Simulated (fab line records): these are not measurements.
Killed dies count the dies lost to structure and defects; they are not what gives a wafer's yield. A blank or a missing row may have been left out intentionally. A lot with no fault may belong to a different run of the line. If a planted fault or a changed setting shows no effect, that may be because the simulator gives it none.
One fault through the eyes of 2 desks | flow nandHarc | every desk sees just its own numbers, and what lay behind them comes last

## THE TOOL OWNER'S DESK: rieDiel-10
The tool's own readings at NHARC_A_CHANNEL_HOLE_D1_ETCH_38 (etches the open film in CF4, target depth 39 nm, time 65 s): means of the sampled wafers that have a number, for each lot that ran on this tool. Marked OUT: a lot whose mean sits more than 4 standard deviations from the usual mean, which makes it out of limits; the brackets give that distance.
Columns: A = cf4FlowSccm at NHARC_A_CHANNEL_HOLE_D1_ETCH_38, usual 150.0 sccm; B = drypumpMotorCurrentA at NHARC_A_CHANNEL_HOLE_D1_ETCH_38, usual 5.7 A; C = oesProductAu at NHARC_A_CHANNEL_HOLE_D1_ETCH_38, usual 1.002 a.u.; D = rfFwdPowerW at NHARC_A_CHANNEL_HOLE_D1_ETCH_38, usual 297.3 W; E = rfVppV at NHARC_A_CHANNEL_HOLE_D1_ETCH_38, usual 151.4 V; F = showerheadPlenumPTorr at NHARC_A_CHANNEL_HOLE_D1_ETCH_38, usual 1.79 Torr; G = throttleValvePct at NHARC_A_CHANNEL_HOLE_D1_ETCH_38, usual 13.283 %
lot  | first seen here | A     | B   | C     | D     | E     | F    | G
L348 | day 8 22:43     | 150.3 | 6.0 | 1.007 | 297.7 | 151.5 | 1.79 | 13.276
L347 | day 8 22:58     | 150.2 | 5.8 | 1.002 | 297.1 | 151.5 | 1.78 | 13.284
L350 | day 10 00:14    | 149.9 | 5.8 | 0.999 | 297.4 | 151.4 | 1.78 | 13.278
L351 | day 10 20:10    | 149.8 | 5.8 | 1.009 | 297.7 | 151.6 | 1.81 | 13.279
L352 | day 10 21:43    | 150.0 | 5.8 | 0.998 | 296.9 | 151.1 | 1.80 | 13.286
L354 | day 12 01:22    | 150.0 | 5.6 | 0.997 | 296.4 | 152.5 | 1.77 | 13.289
L357 | day 12 22:08    | 150.0 | 5.5 | 1.010 | 296.5 | 150.8 | 1.75 | 13.286
L365 | day 16 04:13    | 150.3 | 5.6 | 0.999 | 297.5 | 151.3 | 1.76 | 13.287
This desk found nothing out of limits on any of the 8 lots.

## THE DEFECT DESK
For each lot, the counts of the inspections along the route, averaged over the sampled wafers that have a number. Marked OUT: a lot whose mean sits more than 4 standard deviations from the usual mean, which makes it out of limits; the brackets give that distance.
Columns: A = rawDefectCount at NHARC_A_CHANNEL_HOLE_D1_INSPECT_40, usual 73
lot  | first seen here | A
L348 | day 9 06:08     | 112
L347 | day 9 06:32     | 56
L350 | day 10 07:05    | 44
L351 | day 11 02:58    | 94
L352 | day 11 04:55    | 48
L354 | day 12 08:21    | 37
L357 | day 13 04:56    | 44
L361 | day 14 19:59    | 50
L362 | day 15 10:46    | 119
L365 | day 16 11:14    | 270 (+6.4) OUT
This desk's verdict: out of limits on L365, starting with L365 at day 16 11:14 (rawDefectCount at NHARC_A_CHANNEL_HOLE_D1_INSPECT_40). L348, L347, L350, L351, L352, L354, L357, L361, L362 stayed within limits.

## BROUGHT TOGETHER
The defect desk could have raised an alarm at day 16 11:14, on L365.
The desk of the tool owner found nothing out of limits.
The tool owner's desk has L365 on record, within its limits.
Every lot named ran NHARC_A_CHANNEL_HOLE_D1_ETCH_38 on rieDiel-10.

## WHAT THE SIMULATOR PUT IN
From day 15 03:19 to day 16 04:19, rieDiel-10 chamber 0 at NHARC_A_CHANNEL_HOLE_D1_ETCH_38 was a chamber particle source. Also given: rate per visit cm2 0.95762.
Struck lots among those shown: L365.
Hours from the fault's start to each desk's first reading out of limits: the defect desk, 32.
